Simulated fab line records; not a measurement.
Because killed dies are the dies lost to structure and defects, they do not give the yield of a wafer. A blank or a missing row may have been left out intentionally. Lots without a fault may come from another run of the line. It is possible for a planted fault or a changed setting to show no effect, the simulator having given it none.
Split-lot study + flow n5_finfet + route with 1938 steps; 7 lots, 21 wafers read

ABOUT THE SPLIT
At N5_MIM_BOT_SPUTTER_00 (material TiN, target thk 35 nm, time 89.7 s), the setting time_s was moved away from the recipe's 89.7 s on 3 of the 21 wafers read, by -11.5% to +12.5%. For the rest of the wafers, this setting stayed at what the recipe calls for.

The reading comes from the split's own step.

THE READING
TiN_of_MIM_BOT_SPUTTER_00.thk_nm (the simulator's own value, which no gauge read), in nm, at N5_MIM_BOT_SPUTTER_00 (material TiN, target thk 35 nm, time 89.7 s). There is no usual value for it anywhere in the file. Across the 18 wafers here that went through the recipe, the average is 35.1 nm and the standard deviation 0.4 nm.

| wafer  | tool, chamber at the split | time_s as run, s | against the recipe | TiN_of_MIM_BOT_SPUTTER_00.thk_nm, nm | against lot-mates on the recipe |
|--------|----------------------------|------------------|--------------------|--------------------------------------|---------------------------------|
| L074.2 | pvd_sputter-02, -          | 89.7             | recipe             | 35.4                                 | -                               |
| L074.3 | pvd_sputter-02, -          | 89.7             | recipe             | 35.4                                 | -                               |
| L074.4 | pvd_sputter-02, -          | 89.7             | recipe             | 35.8                                 | -                               |
| L081.1 | pvd_sputter-02, -          | 89.7             | recipe             | 35                                   | -                               |
| L081.3 | pvd_sputter-02, -          | 89.7             | recipe             | 34.8                                 | -                               |
| L081.5 | pvd_sputter-02, -          | 89.7             | recipe             | 34.6                                 | -                               |
| L079.3 | pvd_sputter-03, -          | 89.7             | recipe             | 34.6                                 | -                               |
| L079.4 | pvd_sputter-03, -          | 89.7             | recipe             | 34.6                                 | -                               |
| L079.5 | pvd_sputter-03, -          | 89.7             | recipe             | 34.6                                 | -                               |
| L082.1 | pvd_sputter-01, -          | 89.7             | recipe             | 35.4                                 | -                               |
| L082.2 | pvd_sputter-01, -          | 100.9            | +12.5%             | 39.6                                 | +4.0                            |
| L082.4 | pvd_sputter-01, -          | 89.7             | recipe             | 35.8                                 | -                               |
| L083.2 | pvd_sputter-02, -          | 89.7             | recipe             | 35.4                                 | -                               |
| L083.4 | pvd_sputter-02, -          | 89.7             | recipe             | 35                                   | -                               |
| L083.5 | pvd_sputter-02, -          | 79.42            | -11.5%             | 31.4                                 | -3.8                            |
| L087.2 | pvd_sputter-01, -          | 89.7             | recipe             | 35.4                                 | -                               |
| L087.4 | pvd_sputter-01, -          | 89.7             | recipe             | 35.4                                 | -                               |
| L087.5 | pvd_sputter-01, -          | 89.7             | recipe             | 35.4                                 | -                               |
| L097.1 | pvd_sputter-02, -          | 99.05            | +10.4%             | 38.6                                 | +3.8                            |
| L097.3 | pvd_sputter-02, -          | 89.7             | recipe             | 34.8                                 | -                               |
| L097.6 | pvd_sputter-02, -          | 89.7             | recipe             | 34.8                                 | -                               |

THE FIT
A straight line over all 21 wafers: TiN_of_MIM_BOT_SPUTTER_00.thk_nm changes by +0.34 nm for each +1% of time_s; r = +0.97; the points scatter about the line by 0.4 nm.
The same after taking each lot's own level away (the mean of its wafers on the recipe; 21 wafers): +0.336 nm for each +1%; r = +0.99; scatter 0.16 nm.
The reading moves by 4.2 nm for the largest change in time_s, on that fit.
From 34.60 to 35.60 nm: that is the span of the lots' own levels, equal to 2.5 times the standard deviation above.
The two slopes are in agreement: the lot-to-lot level therefore moves the slope only a little.
Check: +4.35 nm against its lot-mates is what the line predicts for one of the wafers moved furthest among these (+12.5%) when that wafer is left out of the fit. It came out at +4 nm against them.

OTHER SPLITS ON THESE WAFERS
These wafers also went through other splits before the reading. Each is held against what the fit with the lots' levels taken away leaves over:
| other split on the same wafers | wafers away from the commonest value | r with TiN_of_MIM_BOT_SPUTTER_00.thk_nm (lot level and that fit taken away) |
|--------------------------------|--------------------------------------|-----------------------------------------------------------------------------|
| N5_BEOL_M14_PEB_26 peb_temp_c  | 7                                    | +0.02                                                                       |
| N5_BEOL_M15_COAT_04 spin_rpm   | 7                                    | -0.10                                                                       |

THE FILE'S OWN FIT
TiN_of_MIM_BOT_SPUTTER_00.thk_nm changes by +0.336 nm for each +1% of time_s, r = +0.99.
